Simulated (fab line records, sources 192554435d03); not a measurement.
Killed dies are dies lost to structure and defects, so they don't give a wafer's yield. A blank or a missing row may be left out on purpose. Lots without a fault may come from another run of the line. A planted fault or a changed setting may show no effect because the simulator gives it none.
A struck lot beside a sound one | flow n5_finfet | 37 steps out of a route of 1938
Sound: wafers L882.3, L882.4, L882.6. Struck: wafer L871.1. (L871.4, L871.5 of the same lot were not struck and are left out.) The cause comes at the end.
At each step with rows: each side's tool, then ch and its chambers, then its first start. Under that, the readings that differ: sound wafers | struck wafers | difference of the means | sigmas: that difference in standard deviations of wafers without a fault.
alike: readings whose means differ by less than 2 such deviations, and words and numbers that are the same on both sides. not compared: withheld readings, readings that some wafer has no value for, bounds like >300 that may hide the same value, and numbers for which the record gives no deviation and whose values overlap.
The two part at a step that has a row with sigmas, a row that says differs or no value, or rows on one side only. Numbers that don't overlap but have no deviation are shown without sigmas and don't part them. A reading that every wafer of one side lacks parts them only if that side has two wafers or more.

first, 9 steps without rows for these wafers: N5_BEOL_M4_ANNEAL_95 (time 240 s); N5_BEOL_M4_SPUTTER_96 (material Cu, target thk 4.5 nm, time 8.29 s); N5_BEOL_M4_ECD_50 (material Cu, target thk 300 nm); N5_BEOL_M4_ANNEAL_51 (time 90 s); N5_BEOL_M4_CMP_52 (polishes, stops on SiOC, t overpolish 6.8 s, target thk 40 nm); N5_BEOL_M4_PRE_CLEAN_60 (time 15 s); N5_BEOL_M4_CO_CAP_55 (material Co, precursor CCTBA/H2, target thk 2 nm, time 102.1 s); N5_BEOL_M4_PRE_CLEAN_56 (time 15 s); N5_BEOL_M4_DEP_57 (deposits SiCN from 3MS/NH3, target thk 8 nm, time 14 s).
N5_BEOL_M4_RC_MEAS_101:
  sound on prober-01 ch 0, day 12 21:48; struck on prober-02 ch 0, day 9 02:42
  alike: DIBL_N, DIBL_P, IOFF_N, IOFF_P, ION_N, ION_P, SS_N, SS_P, VT_N, VT_P
then, 24 steps without rows for these wafers: N5_BEOL_M5_ILD_DEP_00 (deposits SiCOH lowk from DEMS/porogen, target thk 140.64 nm, time 25.9 s); N5_BEOL_M5_CURE_79 (cures SiCOH lowk, time 240 s); N5_BEOL_M5_PECVD_70 (deposits SiO2 from TEOS/O2, target thk 16 nm, time 18 s); N5_BEOL_M5_HM_DEP_02 (deposits TiN, target thk 20 nm); N5_BEOL_M5_COAT_59 (time 60 s, resist thk 60 nm); N5_BEOL_M5_COAT_60 (time 60 s, resist thk 12 nm); N5_BEOL_M5_COAT_71 (time 60 s, resist thk 5 nm); N5_BEOL_M5_COAT_05 (resist thk 30 nm); N5_BEOL_M5_EBR_07; N5_BEOL_M5_SOFTBAKE_06 (time 60 s); N5_BEOL_M5_EXPOSE_08 (exposes mask M5, target cd 28 nm); N5_BEOL_M5_PEB_09 (peb time 60 s); N5_BEOL_M5_DEVELOP_10 (develop time 30 s); N5_BEOL_M5_DESCUM_16 (chemistry O2, time 7 s); N5_BEOL_M5_ETCH_72 (etches underlayer in N2/H2, target depth 6.5 nm, time 5.2 s); N5_BEOL_M5_ETCH_61 (etches SiARC in CF4, target depth 15.6 nm, time 26 s); N5_BEOL_M5_ETCH_62 (etches SOC in N2/H2, target depth 75 nm, overetch 15 nm, time 112.5 s); N5_BEOL_M5_STRIP_63 (strips in N2/H2); N5_BEOL_M5_STRIP_73 (strips in N2/H2); N5_BEOL_M5_STRIP_64 (strips in CF4); N5_BEOL_M5_HM_OPEN_17 (chemistry Cl2/BCl3, target TiN, target depth 20 nm, overetch 6 nm); N5_BEOL_M5_STRIP_19 (strips in O2); N5_BEOL_M5_COAT_65 (time 60 s, resist thk 60 nm); N5_BEOL_M5_COAT_66 (time 60 s, resist thk 12 nm).
N5_BEOL_M5_ALD_86: deposits TaN, pulse time 2 s, purge time 3 s, co reactant purge time 2 s.
  sound on ald_metal-03 ch 0,1,3, day 13 05:55; struck on ald_metal-03 ch 2, day 9 09:37
  reading    | sound    | struck | difference | sigmas
  ald_cycles | 30 30 30 | 15     | -15        |
  alike: heater_power_w
  not compared: model.TaN_of_BEOL_M5_ALD_86.thk_nm
-- the record jumps here: 3 days lie between the struck wafers' starts before and after (it left off in module BEOL_M5 and takes up again in module BEOL_M15, whose first step shown is number 1830 of the route) --
N5_BEOL_M15_RC_MEAS_101:
  sound on prober-01 ch 0, day 16 21:40; struck on prober-01 ch 0, day 12 10:04
  reading                   | sound                      | struck   | difference | sigmas
  COMB_M11 (S/m)            | 1.85e-11 1.15e-11 1.25e-11 | 2.14e-11 | +7.23e-12  | +2
  COMB_M5 (S/m)             | 3.9e-11 3.1e-11 3.2e-11    | 3.79e-10 | +3.45e-10  | +43
  COMB_M5_max_site (S/m)    | 5.2e-11 5.2e-11 4e-11      | 5.3e-10  | +4.8e-10   | +40
  SERP_M10 (ohm/um)         | 3.01 2.99 3.10             | 3.26     | +0.23      | +2
  SERP_M5 (ohm/um)          | 39.7 38.5 39.9             | 32.7     | -6.7       | -4
  SERP_M5_max_site (ohm/um) | 42.9 39.6 43.3             | 33.3     | -8.6       | -4
  SERP_M8 (ohm/um)          | 13.6 13.6 14.2             | 15.6     | +1.8       | +3
  alike: COMB_M10, COMB_M12, COMB_M13, COMB_M14, COMB_M15, COMB_M6, COMB_M7, COMB_M8, COMB_M9, SERP_M11, SERP_M11_max_site, SERP_M12, SERP_M13, SERP_M14, SERP_M6, SERP_M7, SERP_M9
N5_PASSIVATION_PROBE_49:
  the record has rows for the struck wafers here (prober-02, day 13 02:31) and none for the sound ones

WHERE THEY PART
First at N5_BEOL_M15_RC_MEAS_101; last, within this record, at N5_PASSIVATION_PROBE_49.

WHY: what the simulator had put in
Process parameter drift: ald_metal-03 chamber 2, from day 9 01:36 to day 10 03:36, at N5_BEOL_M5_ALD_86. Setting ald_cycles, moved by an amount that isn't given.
